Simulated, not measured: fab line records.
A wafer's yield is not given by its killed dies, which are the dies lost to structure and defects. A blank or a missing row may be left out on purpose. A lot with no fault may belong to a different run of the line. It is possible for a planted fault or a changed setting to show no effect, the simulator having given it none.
Which tool was responsible? -- flow nand-harc -- Sampling: 11 lots, 33 wafers, 4 of 1302 route steps

== WHAT THE GAUGES READ, wafer by wafer ==
The record holds no reading of a measuring or inspecting step that can be judged against a usual standard deviation.

== TOOL THAT RAN EACH LOT (tool first, then ch and the chambers of the sampled wafers, then the start) ==
lot,NHARC_A_CHANNEL_HOLE_D1_ETCH_19,NHARC_A_CHANNEL_HOLE_D1_ETCH_21,NHARC_A_CHANNEL_HOLE_D1_ETCH_22,NHARC_A_CHANNEL_HOLE_D1_ETCH_44
L697,"har-etch-02 ch 1, day 9 03:21","har-etch-02 ch 1, day 9 04:19","har-etch-02 ch 1, day 9 05:14","rie-diel-09 ch 0,1,2, day 9 12:11"
L696,"har-etch-02 ch 0,1, day 9 18:33","har-etch-02 ch 0,1, day 9 19:05","har-etch-02 ch 0,1, day 9 19:34","rie-diel-06 ch 0,3, day 9 23:13"
L701,"har-etch-01 ch 0,1, day 10 12:31","har-etch-01 ch 0,1, day 10 12:59","har-etch-01 ch 0,1, day 10 13:27","rie-diel-09 ch 0,1,2, day 10 17:14"
L702,"har-etch-02 ch 0,1, day 10 22:11","har-etch-02 ch 0,1, day 10 22:43","har-etch-02 ch 0,1, day 10 23:12","rie-diel-09 ch 0,1,3, day 11 02:53"
L703,"har-etch-01 ch 0,1, day 11 18:17","har-etch-01 ch 0,1, day 11 18:49","har-etch-01 ch 0,1, day 11 19:18","rie-diel-09 ch 0,3, day 11 23:06"
L705,"har-etch-01 ch 0,1, day 12 01:56","har-etch-01 ch 0,1, day 12 02:25","har-etch-01 ch 0,1, day 12 02:53","rie-diel-09 ch 0,2,3, day 12 06:39"
L704,"har-etch-02 ch 0,1, day 12 04:47","har-etch-02 ch 0,1, day 12 05:16","har-etch-02 ch 0,1, day 12 05:44","rie-diel-06 ch 0,1, day 12 09:30"
L708,"har-etch-01 ch 1, day 13 11:20","har-etch-01 ch 1, day 13 11:49","har-etch-01 ch 1, day 13 12:16","rie-diel-09 ch 1,2,3, day 13 16:03"
L710,"har-etch-01 ch 0,1, day 14 19:44","har-etch-01 ch 0,1, day 14 20:10","har-etch-01 ch 0,1, day 14 20:36","rie-diel-09 ch 0,1,3, day 15 00:28"
L709,"har-etch-02 ch 0,1, day 14 20:38","har-etch-02 ch 0,1, day 14 21:03","har-etch-02 ch 0,1, day 14 21:29","rie-diel-09 ch 0,1,3, day 15 01:21"
L719,"har-etch-01 ch 1, day 18 01:41","har-etch-01 ch 1, day 18 02:10","har-etch-01 ch 1, day 18 02:38","rie-diel-09 ch 0,1,2, day 18 06:27"
- NHARC_A_CHANNEL_HOLE_D1_ETCH_19: etches the open film in C4F8/O2/Ar, time 34.5 s.
- NHARC_A_CHANNEL_HOLE_D1_ETCH_21: etches the open film in C4F8/O2/Ar, time 514.3 s, target depth 1600 nm.
- NHARC_A_CHANNEL_HOLE_D1_ETCH_22: etches the open film in C4F8/O2/Ar, time 666.7 s, target depth 1600 nm.
- NHARC_A_CHANNEL_HOLE_D1_ETCH_44: etches the open film in CF4/O2, target depth 140 nm, overetch 14 nm, time 77 s.

== WHAT THE TOOLS THEMSELVES READ (means of the sampled wafers that have a number; where no wafer has one, the mark that the record gives instead) ==
NHARC_A_CHANNEL_HOLE_D1_ETCH_19. Usual: drypump-motor-current-A 5.5 A, standard deviation 0.6; he-backside-leak-sccm 6.2 sccm, standard deviation 0.55; showerhead-plenum-p-Torr 3.70 Torr, standard deviation 0.079; throttle-valve-pct 37.038 %, standard deviation 0.0095.
lot,tool,drypump-motor-current-A (A),he-backside-leak-sccm (sccm),showerhead-plenum-p-Torr (Torr),throttle-valve-pct (%),flag
L697,har-etch-02,4.9,5.8,3.81,37.038,
L696,har-etch-02,5.4,6.0,3.81,37.038,
L701,har-etch-01,5.3,6.2,3.66,37.029,
L702,har-etch-02,5.4,5.9,3.80,37.036,
L703,har-etch-01,5.2,6.5,3.65,37.036,
L705,har-etch-01,5.3,6.2,3.64,37.044,
L704,har-etch-02,5.4,6.0,3.79,37.041,
L708,har-etch-01,5.0,6.5,3.62,37.038,
L710,har-etch-01,5.3,6.2,3.62,37.041,
L709,har-etch-02,5.4,6.1,3.77,37.038,
L719,har-etch-01,5.0,6.9,3.58,37.034,

NHARC_A_CHANNEL_HOLE_D1_ETCH_21. Usual: drypump-motor-current-A 5.5 A, standard deviation 0.6; he-backside-leak-sccm 6.3 sccm, standard deviation 0.49; showerhead-plenum-p-Torr 3.66 Torr, standard deviation 0.076; throttle-valve-pct 32.154 %, standard deviation 0.0088.
lot,tool,drypump-motor-current-A (A),he-backside-leak-sccm (sccm),showerhead-plenum-p-Torr (Torr),throttle-valve-pct (%),flag
L697,har-etch-02,4.9,5.5,3.77,32.149,
L696,har-etch-02,5.4,5.9,3.76,32.160,
L701,har-etch-01,5.2,6.5,3.62,32.148,
L702,har-etch-02,5.4,6.2,3.75,32.146,
L703,har-etch-01,5.3,6.2,3.61,32.155,
L705,har-etch-01,5.3,6.3,3.60,32.160,
L704,har-etch-02,5.4,6.2,3.74,32.152,
L708,har-etch-01,5.0,7.0,3.58,32.154,
L710,har-etch-01,5.3,6.7,3.59,32.157,
L709,har-etch-02,5.4,6.6,3.72,32.147,
L719,har-etch-01,4.9,7.0,3.55,32.153,

NHARC_A_CHANNEL_HOLE_D1_ETCH_22. Usual: drypump-motor-current-A 5.5 A, standard deviation 0.6; he-backside-leak-sccm 6.3 sccm, standard deviation 0.51; showerhead-plenum-p-Torr 3.66 Torr, standard deviation 0.076; throttle-valve-pct 32.156 %, standard deviation 0.008.
lot,tool,drypump-motor-current-A (A),he-backside-leak-sccm (sccm),showerhead-plenum-p-Torr (Torr),throttle-valve-pct (%),flag
L697,har-etch-02,4.9,5.8,3.77,32.156,
L696,har-etch-02,5.4,6.0,3.76,32.159,
L701,har-etch-01,5.3,6.3,3.62,32.152,
L702,har-etch-02,5.4,5.9,3.75,32.155,
L703,har-etch-01,5.3,6.6,3.61,32.151,
L705,har-etch-01,5.3,6.2,3.60,32.160,
L704,har-etch-02,5.4,6.7,3.74,32.154,
L708,har-etch-01,5.0,6.7,3.58,32.153,
L710,har-etch-01,5.3,6.6,3.59,32.158,
L709,har-etch-02,5.4,6.1,3.72,32.152,
L719,har-etch-01,4.9,7.2,3.55,32.149,

NHARC_A_CHANNEL_HOLE_D1_ETCH_44. Usual: cf4-flow-sccm 79.98 sccm, standard deviation 0.26; drypump-motor-current-A 6.0 A, standard deviation 0.34; oes_f_703_au 1.000 a.u., standard deviation 0.0045; oes_o_777_au 1.000 a.u., standard deviation 0.0045; oes-product-au 1.001 a.u., standard deviation 0.0098; rf-vpp-V 197.7 V, standard deviation 1.4; showerhead-plenum-p-Torr 1.33 Torr, standard deviation 0.058; throttle-valve-pct 13.397 %, standard deviation 0.0077.
lot,tool,cf4-flow-sccm (sccm),drypump-motor-current-A (A),oes_f_703_au (a.u.),oes_o_777_au (a.u.),oes-product-au (a.u.),rf-vpp-V (V),showerhead-plenum-p-Torr (Torr),throttle-valve-pct (%),flag
L697,rie-diel-09,80.01,6.1,0.999,0.998,0.998,198.4,1.36,13.396,
L696,rie-diel-06,80.02,5.6,1.000,1.003,0.987,196.6,1.28,13.397,
L701,rie-diel-09,79.99,6.1,1.000,0.997,1.006,199.2,1.36,13.399,
L702,rie-diel-09,80.00,6.0,1.001,0.999,0.998,197.8,1.31,13.407,
L703,rie-diel-09,79.88,5.9,0.999,0.997,1.008,196.9,1.28,13.394,
L705,rie-diel-09,79.97,6.2,1.003,1.001,0.999,197.7,1.31,13.400,
L704,rie-diel-06,80.41,5.4,1.000,1.001,0.998,198.4,1.36,13.399,
L708,rie-diel-09,80.22,6.3,1.003,1.002,1.007,198.1,1.34,13.403,
L710,rie-diel-09,96.11,6.0,0.938,0.811,0.997,196.6,1.45,14.349,OFF
L709,rie-diel-09,95.93,6.0,0.942,0.818,1.011,197.7,1.45,14.358,OFF
L719,rie-diel-09,79.94,6.1,0.998,1.003,0.994,198.4,1.36,13.397,

== THE ANSWER, worked out from the rows above alone ==
Rule: take the mean of a lot's wafers that have a number; if it is more than 3 standard deviations from the usual mean, the lot is off. Also off: a lot with no number at a reading for which 4 or more lots have one. Any other lot the step has rows for is counted as sound. The gauges are gone through in route order, then the tools' own readings, and for those a lot's mean is taken as printed above. At the first step where some lot is off, the reading lying furthest off is the one used; lots without a number count as furthest.
Off, at NHARC_A_CHANNEL_HOLE_D1_ETCH_44 on throttle-valve-pct: L710, L709.
A tool fits if, at that step or a process step before it, it ran every lot that is off, and no sound lot after the first of them. Not one of the candidates tried fits.

== WHAT WAS PUT IN BY THE SIMULATOR ==
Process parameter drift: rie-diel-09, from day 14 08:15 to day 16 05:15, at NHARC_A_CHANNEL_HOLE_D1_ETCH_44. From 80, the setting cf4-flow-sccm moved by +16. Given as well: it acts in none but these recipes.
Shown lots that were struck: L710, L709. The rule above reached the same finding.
